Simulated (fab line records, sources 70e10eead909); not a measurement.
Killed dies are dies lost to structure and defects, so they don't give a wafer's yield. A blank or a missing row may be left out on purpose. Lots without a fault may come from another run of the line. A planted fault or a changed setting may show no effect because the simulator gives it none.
Which tool did it? | flow nand_harc | 13 lots, 39 wafers sampled, at 5 steps of a route of 1302

WHAT THE GAUGES READ, wafer by wafer
NHARC_P_GATE_CD_MEAS_91: target cd 2000 nm.
lot  | measured     | on        | cd_nm (nm)
L906 | day 6 00:07  | cd_sem-01 | 2002.1 2000.2 2000.3
L907 | day 6 16:37  | cd_sem-02 | 2001.8 1999.1 2002.1
L909 | day 7 13:51  | cd_sem-03 | 2001.1 2001.0 2002.8
L910 | day 7 14:16  | cd_sem-03 | 1998.5 2000.6 1998.4
L911 | day 7 23:50  | cd_sem-02 | 1996.0 2000.1 1999.2
L913 | day 9 00:40  | cd_sem-02 | 2003.1 2000.1 2004.5
L914 | day 9 14:50  | cd_sem-02 | 2002.4 1999.7 2002.9
L915 | day 9 19:49  | cd_sem-01 | 1998.4 1999.5 2000.2
L917 | day 10 14:10 | cd_sem-03 | 2002.1 1998.1 1999.1
L919 | day 11 20:46 | cd_sem-02 | 2000.3 2000.5 2001.0
L920 | day 11 23:26 | cd_sem-02 | 2003.7 2000.9 2001.9
L922 | day 12 15:07 | cd_sem-02 | 1999.8 1999.3 1998.7
L928 | day 15 02:43 | cd_sem-01 | 1999.0 2001.7 1997.9

NHARC_END_SORT_01.
lot  | measured     | on        | killed_at_array | killed_at_other | killed_at_periphery | killed_dies | killed_open | killed_short
L906 | day 25 12:36 | prober-02 | 74 86 69        | 0 0 1           | 2 4 4               | 76 90 74    | 4 5 4       | 2 3 5
L907 | day 25 11:00 | prober-01 | 26 20 27        | 0 0 0           | 0 0 2               | 26 20 29    | 5 5 4       | 4 2 6
L909 | day 26 03:02 | prober-02 | 51 41 47        | 0 2 3           | 2 5 6               | 53 48 56    | 1 3 5       | 3 5 6
L910 | day 26 03:20 | prober-01 | 87 87 93        | 0 0 0           | 2 1 4               | 89 88 97    | 2 1 5       | 3 3 3
L911 | day 26 09:16 | prober-02 | 23 32 24        | 0 1 3           | 9 10 6              | 32 43 33    | 4 4 5       | 4 1 2
L913 | day 27 12:19 | prober-02 | 35 51 49        | 1 0 0           | 7 3 6               | 43 54 55    | 5 3 2       | 2 2 5
L914 | day 29 05:36 | prober-01 | 81 81 64        | 2 1 1           | 3 4 5               | 86 86 70    | 3 7 5       | 2 1 2
L915 | day 28 12:35 | prober-01 | 35 36 37        | 2 2 2           | 3 4 3               | 40 42 42    | 8 4 4       | 3 1 3
L917 | day 29 15:25 | prober-02 | 20 24 22        | 0 1 0           | 3 8 6               | 23 33 28    | 3 2 6       | 0 3 5
L919 | day 31 10:37 | prober-01 | 93 65 73        | 0 1 1           | 584 611 603         | 677 677 677 | 5 4 4       | 2 1 4
L920 | day 31 02:01 | prober-02 | 55 28 37        | 3 3 5           | 619 646 635         | 677 677 677 | 4 1 3       | 2 2 2
L922 | day 30 18:21 | prober-01 | 41 42 44        | 0 1 2           | 3 4 4               | 44 47 50    | 2 4 1       | 2 2 3
L928 | day 33 21:04 | prober-02 | 75 81 50        | 3 2 0           | 3 2 5               | 81 85 55    | 0 3 2       | 3 5 1

WHICH TOOL RAN EACH LOT (tool, then ch and the chambers of the sampled wafers, then the start)
lot  | NHARC_P_GATE_DESCUM_61             | NHARC_P_GATE_STRIP_95                | NHARC_P_GATE_RTA_80
L906 | rie_diel-04 ch 0,1,3, day 5 22:33  | plasma_asher-01 ch 0,1, day 6 01:22  | rtp_anneal-01 ch 0, day 6 02:34
L907 | rie_diel-02 ch 1,2, day 6 15:11    | plasma_asher-01 ch 0,1, day 6 17:51  | rtp_anneal-02 ch 0, day 6 19:01
L909 | rie_diel-09 ch 0,2,3, day 7 11:59  | plasma_asher-01 ch 0,1, day 7 15:06  | rtp_anneal-01 ch 0, day 7 16:25
L910 | rie_diel-02 ch 0,1,2, day 7 12:43  | plasma_asher-02 ch 0,1, day 7 15:29  | rtp_anneal-01 ch 0, day 7 16:40
L911 | rie_diel-02 ch 1,2,3, day 7 22:25  | plasma_asher-02 ch 0,1, day 8 01:05  | rtp_anneal-02 ch 0, day 8 02:16
L913 | rie_diel-09 ch 1,2,3, day 8 23:07  | plasma_asher-02 ch 0,1, day 9 01:55  | rtp_anneal-02 ch 0, day 9 03:13
L914 | rie_diel-09 ch 0,1,3, day 9 13:15  | plasma_asher-02 ch 0,1, day 9 16:07  | rtp_anneal-02 ch 0, day 9 17:19
L915 | rie_diel-02 ch 0,1, day 9 18:23    | plasma_asher-02 ch 0,1, day 9 21:04  | rtp_anneal-01 ch 0, day 9 22:18
L917 | rie_diel-02 ch 0,1,2, day 10 12:44 | plasma_asher-02 ch 0,1, day 10 15:25 | rtp_anneal-02 ch 0, day 10 16:35
L919 | rie_diel-09 ch 0,1,3, day 11 19:11 | plasma_asher-02 ch 0,1, day 11 22:02 | rtp_anneal-01, day 11 23:14
L920 | rie_diel-02 ch 1,2,3, day 11 21:55 | plasma_asher-02 ch 1, day 12 00:41   | rtp_anneal-01, day 12 01:52
L922 | rie_diel-02 ch 0,1,3, day 12 13:34 | plasma_asher-01 ch 0,1, day 12 16:22 | rtp_anneal-02 ch 0, day 12 17:31
L928 | rie_diel-02 ch 1,2,3, day 15 01:10 | plasma_asher-01 ch 1, day 15 03:58   | rtp_anneal-02 ch 0, day 15 05:09
- NHARC_P_GATE_DESCUM_61: chemistry O2, time 3 s.
- NHARC_P_GATE_STRIP_95: strips in O2.
- NHARC_P_GATE_RTA_80: time 30 s.

WHAT THE TOOLS THEMSELVES READ (means of the sampled wafers that have a number; where no wafer has one, the mark that the record gives instead)
NHARC_P_GATE_DESCUM_61.
lot  | tool        | drypump_motor_current_A (A) | oes_product_au (a.u.) | rf_vpp_V (V) | showerhead_plenum_p_Torr (Torr) | throttle_valve_pct (%)
L906 | rie_diel-04 | 5.8                         | 1.008                 | 57.3         | 1.91                            | 11.308
L907 | rie_diel-02 | 6.0                         | 0.995                 | 58.3         | 1.92                            | 11.309
L909 | rie_diel-09 | 5.2                         | 0.996                 | 57.6         | 1.86                            | 11.312
L910 | rie_diel-02 | 5.7                         | 0.999                 | 58.7         | 1.96                            | 11.303
L911 | rie_diel-02 | 5.7                         | 0.985                 | 58.4         | 1.95                            | 11.303
L913 | rie_diel-09 | 5.2                         | 0.985                 | 57.8         | 1.92                            | 11.311
L914 | rie_diel-09 | 5.5                         | 0.984                 | 57.4         | 1.90                            | 11.310
L915 | rie_diel-02 | 6.0                         | 0.995                 | 58.1         | 1.93                            | 11.315
L917 | rie_diel-02 | 5.8                         | 0.988                 | 58.2         | 1.96                            | 11.317
L919 | rie_diel-09 | 5.6                         | 0.987                 | 57.7         | 1.90                            | 11.315
L920 | rie_diel-02 | 5.7                         | 0.995                 | 57.8         | 1.95                            | 11.315
L922 | rie_diel-02 | 5.7                         | 0.989                 | 58.5         | 1.97                            | 11.314
L928 | rie_diel-02 | 5.6                         | 0.993                 | 58.0         | 1.95                            | 11.305

NHARC_P_GATE_STRIP_95.
lot  | tool            | drypump_motor_current_A (A) | heater_power_w (W)
L906 | plasma_asher-01 | 5.3                         | 352
L907 | plasma_asher-01 | 5.3                         | 354
L909 | plasma_asher-01 | 5.3                         | 353
L910 | plasma_asher-02 | 6.0                         | 355
L911 | plasma_asher-02 | 6.0                         | 359
L913 | plasma_asher-02 | 5.9                         | 353
L914 | plasma_asher-02 | 5.9                         | 359
L915 | plasma_asher-02 | 5.8                         | 360
L917 | plasma_asher-02 | 5.9                         | 355
L919 | plasma_asher-02 | 6.0                         | 356
L920 | plasma_asher-02 | 6.1                         | 359
L922 | plasma_asher-01 | 5.2                         | 346
L928 | plasma_asher-01 | 5.5                         | 341

NHARC_P_GATE_RTA_80.
lot  | tool          | anneal_temp_c_max | lamp_power_pct (%) | wafer_temp_C_max
L906 | rtp_anneal-01 | 301.1             | 1.75               | 301.48
L907 | rtp_anneal-02 | 301.3             | 2.13               | 301.09
L909 | rtp_anneal-01 | 301.4             | 1.75               | 301.21
L910 | rtp_anneal-01 | 301.3             | 1.75               | 301.18
L911 | rtp_anneal-02 | 301.7             | 2.13               | 301.16
L913 | rtp_anneal-02 | 301.8             | 2.13               | 301.16
L914 | rtp_anneal-02 | 301.6             | 2.13               | 300.82
L915 | rtp_anneal-01 | 301.5             | 1.75               | 301.10
L917 | rtp_anneal-02 | 301.3             | 2.13               | 301.04
L919 | rtp_anneal-01 | -                 | -                  | -
L920 | rtp_anneal-01 | -                 | -                  | -
L922 | rtp_anneal-02 | 301.4             | 2.13               | 301.10
L928 | rtp_anneal-02 | 301.5             | 2.13               | 300.73

THE ANSWER, worked out from the rows above alone
Rule: what is usual is taken from the lots themselves. Put in order of their means at a reading, lots are off if they are a third of the lots or fewer, leave a main group of 4 or more, and stand apart from it by a gap of 3 or more times the standard deviation of the main group's means; of several such gaps the widest counts. A main group whose means are all the same, to the digits that the tables above print for the reading, isn't used. A lot without any number at a reading at which 4 lots or more have one is off too. The other lots that the step has rows for count as sound. The gauges are gone through in route order, then the tools' own readings, and for those a lot's mean is taken as printed above. The first step at which some lot is off is used, and at that step the reading that is off furthest; a lot without a number counts as furthest.
Off: L919, L920, at NHARC_END_SORT_01 (killed_at_periphery). The main group: mean 4.0, standard deviation 1.9.
A tool fits if, at a process step before that reading, it ran every lot that is off, and no sound lot after the first of them. The gauges at NHARC_END_SORT_01 aren't tried: what is off there is off at NHARC_P_GATE_RTA_80 too, on other tools, and a gauge's error can't cause that. Can't be told from this: 2 tools fit, plasma_asher-02 at NHARC_P_GATE_STRIP_95, rtp_anneal-01 at NHARC_P_GATE_RTA_80.

WHAT THE SIMULATOR HAD PUT IN
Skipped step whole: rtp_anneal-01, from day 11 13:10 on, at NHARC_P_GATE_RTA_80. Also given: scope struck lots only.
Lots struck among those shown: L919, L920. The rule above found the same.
